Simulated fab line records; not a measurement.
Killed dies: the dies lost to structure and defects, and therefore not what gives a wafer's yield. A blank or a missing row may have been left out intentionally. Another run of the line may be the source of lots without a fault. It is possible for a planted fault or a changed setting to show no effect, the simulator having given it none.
fab line records | flow nand-harc
record lots=14 | wafers=42 | last-day=25
route steps=1159 shown A_ONON_D1@440 A_BONDPAD@1078 THIN_TSV@1121 END@1159
lots that met no fault: from a run of the same line without faults
start-h: start of the lot's first displayed wafer, in hours after the record's first day | wait-h: hours from the lot's prior step to this one | " unchanged from the row above | L1.1+2: a single row standing in for several wafers | - either no value or no given start | * or withheld: withheld | < > ~ a bound
route shown NAME@n: names a module that has steps shown in the file, with the first one's number in the route | usual: mean/standard deviation taken from wafers without a fault | same: alike in all rows | chamber/n: place in a boat | sites: per-site readings | _std_site: standard deviation across them | _edge_site: the outer-site mean with the inner-site mean subtracted | radius-mm: how far each site lies from the wafer's centre | mask NAME#n: copy n | behind: the last tool/chamber to shape the wafer | hold: reason for holding the lot/hours on hold/outcome of the hold | device: which transistor (n, p or np) failed to switch | end of line: the route-end tests of the same wafers | where a step has no rows: the recipe by itself | killed: dies lost to structure and defects at the first sort, not the wafer's yield | map: a wafer's dies, x killed, . not, _ none there
set.NAME: the setting as run; set.NAME@STEP: as run at that earlier step | model.NAME: the simulator's own value behind a step, which no gauge read
steps of the route over a sample of lots; a table a step, a row a wafer
services: a tool's chamber out of use, with start hour (start-h, from the record's first day; less than 0 if before it), hours out, and reason
## steps
# step NHARC_A_ONON_D1_DEP_22
# recipe target-thk-a=10000 | n2-flow-sccm=2750 | n2o-flow-sccm=2000 | nh3-flow-sccm=500 | sih4-flow-sccm=210 | temp-c=400
# usual n2o-flow-sccm=1999/5.7 | nh3-flow-sccm=500.2/1.5
lot.wafer | tool          | chamber | start-h | wait-h | n2o-flow-sccm | nh3-flow-sccm
L355.1    | pecvd-onon-03 | 0       | 182.52  | 0.1    | 1997          | 499.3
L355.3    | "             | 0       | "       | "      | 2003          | 499.3
L355.6    | "             | 0       | "       | "      | 1997          | 501.7
L354.1    | pecvd-onon-02 | 0       | 182.65  | 0.1    | 2005          | 496.7
L354.2    | "             | 0       | "       | "      | 1994          | 501.1
L354.5    | "             | 0       | "       | "      | 1996          | 501.4
L358.2    | pecvd-onon-01 | 0       | 182.84  | 0.2    | 2006          | 502.1
L358.3    | "             | 0       | "       | "      | 2006          | 500.0
L358.5    | "             | 0       | "       | "      | 1993          | 500.7
L357.2    | pecvd-onon-03 | 0       | 182.93  | 0.1    | 2004          | 500.0
L357.3    | "             | 0       | "       | "      | 1994          | 499.9
L357.5    | "             | 0       | "       | "      | 1997          | 498.6
L359.3    | pecvd-onon-01 | 0       | 194.25  | 0.2    | 2007          | 499.1
L359.4    | "             | 0       | "       | "      | 2001          | 500.4
L359.5    | "             | 0       | "       | "      | 1998          | 501.6
L360.1    | pecvd-onon-02 | 0       | 202.52  | 0.1    | 1997          | 498.2
L360.4    | "             | 0       | "       | "      | 1996          | 498.3
L360.6    | "             | 0       | "       | "      | 2001          | 499.4
L361.1    | pecvd-onon-01 | 0       | 208.36  | 0.1    | 2011          | 499.7
L361.5    | "             | 0       | "       | "      | 2007          | 496.9
L361.6    | "             | 0       | "       | "      | 1996          | 498.6
L362.2    | pecvd-onon-03 | 0       | 217.53  | 0.1    | 2007          | 501.4
L362.4    | "             | 0       | "       | "      | 1999          | 500.9
L362.6    | "             | 0       | "       | "      | 2007          | 499.5
L365.1    | pecvd-onon-03 | 0       | 238.54  | 0.1    | 1996          | 500.7
L365.3    | "             | 0       | "       | "      | 1996          | 498.6
L365.6    | "             | 0       | "       | "      | 2003          | 500.9
L366.3    | pecvd-onon-03 | 0       | 248.42  | 0.2    | 1999          | 502.0
L366.4    | "             | 0       | "       | "      | 2015          | 497.4
L366.6    | "             | 0       | "       | "      | 2006          | 498.0
L371.2    | pecvd-onon-01 | 0       | 263.95  | 0.1    | 1997          | 500.9
L371.3    | "             | 0       | "       | "      | 1997          | 500.5
L371.4    | "             | 0       | "       | "      | 2001          | 500.1
L373.2    | pecvd-onon-01 | 0       | 280.80  | 0.1    | 2008          | 501.7
L373.4    | "             | 0       | "       | "      | 1995          | 502.1
L373.5    | "             | 0       | "       | "      | 1999          | 500.7
L375.3    | pecvd-onon-02 | 0       | 290.53  | 0.2    | 1996          | 502.8
L375.4    | "             | 0       | "       | "      | 1999          | 502.8
L375.5    | "             | 0       | "       | "      | 1995          | 499.5
L377.3    | pecvd-onon-02 | 0       | 314.58  | 0.2    | 2000          | 498.2
L377.5    | "             | 0       | "       | "      | 1999          | 501.7
L377.6    | "             | 0       | "       | "      | 2001          | 501.4
# step NHARC_A_BONDPAD_CD_MEAS_13
# usual cd-nm=499.8/2.4
lot.wafer | tool      | chamber | start-h | wait-h | cd-nm
L355.1    | cd-sem-02 | -       | 410.39  | -      | 502.2
L355.3    | "         | -       | "       | "      | 500.7
L355.6    | "         | -       | "       | "      | 503.4
L358.2    | cd-sem-01 | -       | 414.91  | -      | 500.4
L358.3    | "         | -       | "       | "      | 502.4
L358.5    | "         | -       | "       | "      | 495.5
L357.2    | cd-sem-02 | -       | 416.40  | -      | 502.5
L357.3    | "         | -       | "       | "      | 501.2
L357.5    | "         | -       | "       | "      | 501.7
L354.1    | cd-sem-02 | -       | 417.13  | -      | 500.8
L354.2    | "         | -       | "       | "      | 500.3
L354.5    | "         | -       | "       | "      | 500.7
L359.3    | cd-sem-03 | -       | 419.51  | -      | 498.7
L359.4    | "         | -       | "       | "      | 495.4
L359.5    | "         | -       | "       | "      | 497.5
L360.1    | cd-sem-01 | -       | 434.36  | -      | 501.1
L360.4    | "         | -       | "       | "      | 499.7
L360.6    | "         | -       | "       | "      | 501.2
L361.1    | cd-sem-03 | -       | 439.15  | -      | 503.0
L361.5    | "         | -       | "       | "      | 502.6
L361.6    | "         | -       | "       | "      | 501.9
L362.2    | cd-sem-03 | -       | 455.33  | -      | 500.3
L362.4    | "         | -       | "       | "      | 497.7
L362.6    | "         | -       | "       | "      | 495.9
L365.1    | cd-sem-03 | -       | 466.10  | -      | 502.3
L365.3    | "         | -       | "       | "      | 503.2
L365.6    | "         | -       | "       | "      | 501.0
L366.3    | cd-sem-03 | -       | 483.28  | -      | 497.3
L366.4    | "         | -       | "       | "      | 499.1
L366.6    | "         | -       | "       | "      | 499.0
L371.2    | cd-sem-02 | -       | 513.02  | -      | 498.4
L371.3    | "         | -       | "       | "      | 499.1
L371.4    | "         | -       | "       | "      | 499.5
L373.2    | cd-sem-02 | -       | 518.45  | -      | 500.6
L373.4    | "         | -       | "       | "      | 496.2
L373.5    | "         | -       | "       | "      | 501.7
L375.3    | cd-sem-03 | -       | 542.08  | -      | 495.1
L375.4    | "         | -       | "       | "      | 496.4
L375.5    | "         | -       | "       | "      | 497.8
L377.3    | cd-sem-03 | -       | 559.73  | -      | 503.8
L377.5    | "         | -       | "       | "      | 499.8
L377.6    | "         | -       | "       | "      | 505.5
# step NHARC_THIN_TSV_CD_MEAS_16
# usual cd-nm=1000.5/1.6
lot.wafer | tool      | chamber | start-h | wait-h | cd-nm
L355.1    | cd-sem-03 | -       | 430.52  | 0.1    | 1001.2
L355.3    | "         | -       | "       | "      | 1001.7
L355.6    | "         | -       | "       | "      | 999.0
L358.2    | cd-sem-03 | -       | 431.74  | 0.1    | 999.1
L358.3    | "         | -       | "       | "      | 1000.2
L358.5    | "         | -       | "       | "      | 999.9
L357.2    | cd-sem-03 | -       | 433.07  | 0.1    | 1000.1
L357.3    | "         | -       | "       | "      | 1001.3
L357.5    | "         | -       | "       | "      | 999.0
L354.1    | cd-sem-02 | -       | 434.28  | 0.1    | 1000.3
L354.2    | "         | -       | "       | "      | 1001.9
L354.5    | "         | -       | "       | "      | 1002.4
L359.3    | cd-sem-02 | -       | 435.46  | 0.1    | 1000.3
L359.4    | "         | -       | "       | "      | 1001.4
L359.5    | "         | -       | "       | "      | 1001.5
L361.1    | cd-sem-02 | -       | 452.72  | 0.1    | 999.5
L361.5    | "         | -       | "       | "      | 999.9
L361.6    | "         | -       | "       | "      | 1002.4
L360.1    | cd-sem-02 | -       | 453.81  | 0.1    | 1001.1
L360.4    | "         | -       | "       | "      | 1001.7
L360.6    | "         | -       | "       | "      | 1002.1
L362.2    | cd-sem-02 | -       | 474.30  | 0.1    | 998.6
L362.4    | "         | -       | "       | "      | 999.2
L362.6    | "         | -       | "       | "      | 998.2
L365.1    | cd-sem-01 | -       | 484.16  | 0.1    | 1000.2
L365.3    | "         | -       | "       | "      | 996.9
L365.6    | "         | -       | "       | "      | 999.2
L366.3    | cd-sem-03 | -       | 498.94  | 0.1    | 998.2
L366.4    | "         | -       | "       | "      | 998.5
L366.6    | "         | -       | "       | "      | 999.4
L371.2    | cd-sem-03 | -       | 529.00  | 0.1    | 1000.9
L371.3    | "         | -       | "       | "      | 1001.4
L371.4    | "         | -       | "       | "      | 1000.1
L373.2    | cd-sem-02 | -       | 534.00  | 0.1    | 1002.6
L373.4    | "         | -       | "       | "      | 1000.6
L373.5    | "         | -       | "       | "      | 1000.2
L375.3    | cd-sem-01 | -       | 558.65  | 0.1    | 1002.7
L375.4    | "         | -       | "       | "      | 1000.8
L375.5    | "         | -       | "       | "      | 999.1
L377.3    | cd-sem-02 | -       | 575.49  | 0.1    | 1001.7
L377.5    | "         | -       | "       | "      | 1001.2
L377.6    | "         | -       | "       | "      | 999.7
# step NHARC_THIN_TSV_ETCH_36
# recipe target-depth-a=650 | over-etch-frac=0.3 | time-s=18.571 | ion-energy-ev=150 | chemistry=Cl2/BCl3
# usual drypump-motor-current-A=5.6/0.37 | oes-product-au=0.996/0.0071
# same time-s=18.571
lot.wafer | tool         | chamber | start-h | wait-h | drypump-motor-current-A | oes-product-au | rf-hours-counter-h
L355.1    | rie-metal-02 | 1       | 436.73  | 0.2    | 5.3                     | 1.002          | 1.5
L355.3    | "            | 0       | "       | "      | 5.7                     | 0.991          | -
L355.6    | "            | 1       | "       | "      | 5.4                     | 1.002          | -
L358.2    | rie-metal-01 | 1       | 437.66  | 0.2    | 6.1                     | 0.982          | 2.3
L358.3    | "            | 0       | "       | "      | 6.0                     | 0.984          | -
L358.5    | "            | 1       | "       | "      | 6.1                     | 0.991          | -
L357.2    | rie-metal-03 | 1       | 439.55  | 0.2    | 5.0                     | 1.000          | 5.1
L357.3    | "            | 0       | "       | "      | 5.8                     | 0.991          | -
L357.5    | "            | 0       | "       | "      | 5.8                     | 0.992          | -
L354.2    | rie-metal-02 | 1       | 440.54  | 0.2    | 5.3                     | 1.005          | 1.7
L354.1    | "            | 0       | "       | "      | 5.6                     | 0.995          | 1.7
L354.5    | "            | 1       | "       | "      | 5.3                     | 0.998          | -
L359.3    | rie-metal-01 | 0       | 441.60  | 0.2    | 6.0                     | 0.987          | -
L359.4    | "            | 1       | "       | "      | 6.1                     | 1.002          | -
L359.5    | "            | 1       | "       | "      | 6.1                     | 0.996          | -
L361.1    | rie-metal-01 | 0       | 459.29  | 0.2    | 6.0                     | 0.990          | 3.6
L361.6    | "            | 1       | "       | "      | 6.1                     | 0.993          | -
L361.5    | "            | 0       | "       | "      | 6.0                     | 0.991          | -
L360.1    | rie-metal-02 | 0       | 459.39  | 0.2    | 5.6                     | 0.998          | 2.1
L360.4    | "            | 0       | "       | "      | 5.6                     | 0.989          | -
L360.6    | "            | 1       | "       | "      | 5.3                     | 1.009          | -
L362.2    | rie-metal-03 | 1       | 479.81  | 0.2    | 5.0                     | 0.999          | 0.5
L362.4    | "            | 0       | "       | "      | 5.8                     | 0.998          | -
L362.6    | "            | 1       | "       | "      | 5.0                     | 0.988          | -
L365.1    | rie-metal-02 | 0       | 490.12  | 0.2    | 5.6                     | 0.991          | 2.7
L365.3    | "            | 1       | "       | "      | 5.3                     | 1.002          | -
L365.6    | "            | 0       | "       | "      | 5.7                     | 0.989          | -
L366.4    | rie-metal-02 | 0       | 505.27  | 0.1    | 5.6                     | 0.992          | -
L366.3    | "            | 1       | "       | "      | 5.3                     | 0.990          | -
L366.6    | "            | 0       | "       | "      | 5.7                     | 0.995          | -
L371.2    | rie-metal-03 | 0       | 534.38  | 0.2    | 5.8                     | 0.994          | 2.1
L371.4    | "            | 0       | "       | "      | 5.8                     | 0.991          | -
L371.3    | "            | 1       | "       | "      | 5.0                     | 0.997          | -
L373.2    | rie-metal-01 | 0       | 539.43  | 0.2    | 6.0                     | 1.006          | 0.5
L373.4    | "            | 0       | "       | "      | 6.0                     | 1.003          | -
L373.5    | "            | 1       | "       | "      | 6.1                     | 1.000          | -
L375.3    | rie-metal-01 | 1       | 564.04  | 0.1    | 6.1                     | 1.000          | -
L375.4    | "            | 0       | "       | "      | 6.0                     | 1.006          | -
L375.5    | "            | 0       | "       | "      | 6.0                     | 0.999          | -
L377.3    | rie-metal-01 | 1       | 581.06  | 0.1    | 6.1                     | 1.002          | -
L377.6    | "            | 0       | "       | "      | 6.0                     | 0.996          | -
L377.5    | "            | 1       | "       | "      | 6.1                     | 0.992          | -
# step NHARC_END_SORT_01
# recipe temp-c=25
# usual killed-at-array=29/11 | killed-at-other=0.6/0.75 | killed-at-periphery=3.1/2.1 | killed-dies=32/11 | killed-open=3.0/1.8 | killed-short=1.8/1.3
# same gross-dies=677
lot.wafer | tool      | chamber | start-h | wait-h | killed-at-array | killed-at-other | killed-at-periphery | killed-dies | killed-open | killed-short
L371.2    | prober-02 | 0       | 543.40  | 2.8    | 66              | 0               | 4                   | 70          | 4           | 3
L371.3    | prober-02 | 0       | 544.19  | 3.1    | 57              | 0               | 1                   | 58          | 3           | 2
L371.4    | prober-02 | 0       | 544.99  | 3.4    | 71              | 1               | 2                   | 74          | 4           | 1
L373.2    | prober-02 | 0       | 551.11  | 2.8    | 82              | 1               | 2                   | 85          | 4           | 3
L373.4    | prober-02 | 0       | 552.71  | 3.4    | 86              | 0               | 1                   | 87          | 4           | 4
L373.5    | prober-02 | 0       | 553.52  | 3.7    | 85              | 2               | 4                   | 91          | 6           | 0
# killed by level:class
L371.2 A_ONON_D1:unspecified=35 A_CHANNEL_HOLE_D1:chamber-film-flake=15 A_STAIRCASE:chamber-film-flake=5 P_CONTACT:geometric-particle:open=3 A_SLIT:chamber-film-flake=2 A_WL_FILL:chamber-film-flake=2 A_CONTACT:chamber-film-flake=2 A_WL_FILL:geometric-particle:short=1
L371.3 A_ONON_D1:unspecified=35 A_CHANNEL_HOLE_D1:chamber-film-flake=15 P_M2:geometric-particle:open=1 A_CHANNEL_FILL_D1:geometric-particle:open=1 A_CHANNEL_FILL_D1:geometric-particle:short=1 A_WL_FILL:geometric-particle:short=1 A_BLC:geometric-particle:open=1 A_STAIRCASE:chamber-film-flake=1
L371.4 A_ONON_D1:unspecified=35 A_CHANNEL_HOLE_D1:chamber-film-flake=22 A_STAIRCASE:chamber-film-flake=6 A_SLIT:chamber-film-flake=2 A_WL_FILL:chamber-film-flake=2 P_CONTACT:geometric-particle:open=1 P_M0:geometric-particle:open=1 A_BLC:geometric-particle:open=1
L373.2 A_ONON_D1:unspecified=38 A_CHANNEL_HOLE_D1:chamber-film-flake=16 A_SLIT:chamber-film-flake=13 A_CONTACT:chamber-film-flake=7 A_ONON_D1:geometric-particle:open=3 A_STAIRCASE:chamber-film-flake=2 P_GATE:geometric-particle:open=1 P_CONTACT:geometric-particle:short=1
L373.4 A_ONON_D1:unspecified=41 A_SLIT:chamber-film-flake=15 A_CHANNEL_HOLE_D1:chamber-film-flake=14 A_CONTACT:chamber-film-flake=6 P_CONTACT:geometric-particle:open=1 A_ONON_D1:geometric-particle:open=1 A_ONON_D1:geometric-particle:short=1 A_STAIRCASE:geometric-particle:short=1
L373.5 A_ONON_D1:unspecified=35 A_CHANNEL_HOLE_D1:chamber-film-flake=20 A_SLIT:chamber-film-flake=17 A_CONTACT:chamber-film-flake=8 A_STAIRCASE:chamber-film-flake=2 THIN_TSV:chamber-film-flake=2 P_M0:geometric-particle:open=1 P_M2:geometric-particle:open=1
## services
tool          | chamber | start-h | hours | kind
rie-metal-01  | 0       | 164.02  | -     | clean
rie-metal-03  | 0       | 191.98  | 2.8   | repair
pecvd-onon-01 | -       | 195.07  | 13.0  | pm
rie-metal-02  | -       | 211.03  | 9.0   | pm
rie-metal-02  | -       | 274.71  | 1.8   | repair
rie-metal-03  | -       | 276.00  | 9.0   | pm
rie-metal-01  | 1       | 290.62  | 65.5  | repair
pecvd-onon-02 | -       | 292.00  | 13.0  | pm
rie-metal-01  | -       | 332.02  | 9.0   | pm
pecvd-onon-03 | -       | 334.26  | 13.0  | pm
rie-metal-02  | 0       | 371.70  | 23.2  | repair
pecvd-onon-01 | -       | 376.07  | 13.0  | pm
rie-metal-02  | -       | 388.03  | 9.0   | pm
pecvd-onon-01 | -       | 440.57  | 0.1   | repair
rie-metal-03  | -       | 453.00  | 9.0   | pm
pecvd-onon-02 | -       | 473.30  | 13.0  | pm
rie-metal-01  | -       | 509.02  | 9.0   | pm
pecvd-onon-03 | -       | 515.52  | 13.0  | pm
rie-metal-02  | 1       | 528.26  | 12.8  | repair
rie-metal-01  | 1       | 530.16  | 3.4   | repair
pecvd-onon-01 | -       | 557.07  | 13.0  | pm
pecvd-onon-02 | -       | 560.79  | 6.6   | repair
rie-metal-02  | -       | 565.03  | 9.0   | pm
rie-metal-03  | 1       | 575.17  | 6.3   | repair
## key
first-sign step=NHARC_END_SORT_01 | reading=killed-at-array | direction=up | sigmas=4.2 | usual=29 | struck=74
effect step=NHARC_END_SORT_01 | reading=killed-dies | direction=up | sigmas=4.1 | usual=32 | struck=78
more-kills-born-at NHARC_A_ONON_D1_DEP_22@pecvd-onon-01=219
met-at NHARC_A_ONON_D1_DEP_22
struck-lots L371,L373
tester-left-out L371,L373
not-acting-at NHARC_A_BONDPAD_CD_MEAS_13,NHARC_THIN_TSV_CD_MEAS_16,NHARC_THIN_TSV_ETCH_36
onset-between 208.36 263.95
fault kind=chamber-particle-source | tool=pecvd-onon-01 | chamber=- | onset-h=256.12 | steps=NHARC_A_ONON_D1_DEP_22 | rate-per-visit-cm2=0.69253 | end-h=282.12
# tester-left-out: of these lots the tester's yield and bins aren't shown, on N5 and GAA mostly nor the transistor test; their killed dies are dies lost to structure and defects alone, not to doping, threshold or leakage, so they don't give the yield
